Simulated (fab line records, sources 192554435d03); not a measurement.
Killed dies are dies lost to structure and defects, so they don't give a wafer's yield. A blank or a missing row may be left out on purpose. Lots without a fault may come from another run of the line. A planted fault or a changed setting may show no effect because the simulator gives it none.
Chamber matching | flow n5_finfet | N5_FIN_CUT_STRIP_24 on rie_diel-05: 4 sister chambers
The step strips in CF4. 4 wafers are shown with their chamber, then 11 later ones without.

WAFERS WITH THEIR CHAMBER
wafer  | chamber | showerhead_plenum_p_Torr (Torr)
L082.4 | 3       | 1.77
L084.2 | 2       | 1.70
L084.6 | 0       | 1.91
L090.3 | 1       | 1.91

WAFERS WITHOUT THEIR CHAMBER
wafer  | showerhead_plenum_p_Torr (Torr)
L090.4 | 1.91
L090.6 | 1.91
L095.2 | 1.91
L095.5 | 1.91
L095.6 | 1.91
L096.1 | 1.91
L096.2 | 1.91
L096.5 | 1.91
L097.3 | 1.76
L097.4 | 1.91
L097.5 | 1.91

WHICH CHAMBER EACH WENT THROUGH
wafer  | from the rows above     | in truth
L090.4 | can't be placed: 0 or 1 | 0
L090.6 | can't be placed: 0 or 1 | 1
L095.2 | can't be placed: 0 or 1 | 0
L095.5 | can't be placed: 0 or 1 | 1
L095.6 | can't be placed: 0 or 1 | 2
L096.1 | can't be placed: 0 or 1 | 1
L096.2 | can't be placed: 0 or 1 | 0
L096.5 | can't be placed: 0 or 1 | 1
L097.3 | 3                       | 3
L097.4 | can't be placed: 0 or 1 | 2
L097.5 | can't be placed: 0 or 1 | 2
Placed correctly: 1 of 11. Can't be placed from these rows: 10 (the true chamber is among the candidates in 7). Placed wrongly: 0.
How it was worked out, from the rows above alone: a wafer's distance from a chamber is the root of the sum, over the readings, of the square of ((its reading less the chamber's mean) divided by the reading's scatter). The wafer belongs to the nearest chamber; if the next one is less than 2 further off, it can't be placed. A chamber's mean is the mean of its shown wafers. The scatter: with one shown wafer a chamber, the root of the mean of the squares of how far each hidden wafer lies from its nearest shown one.
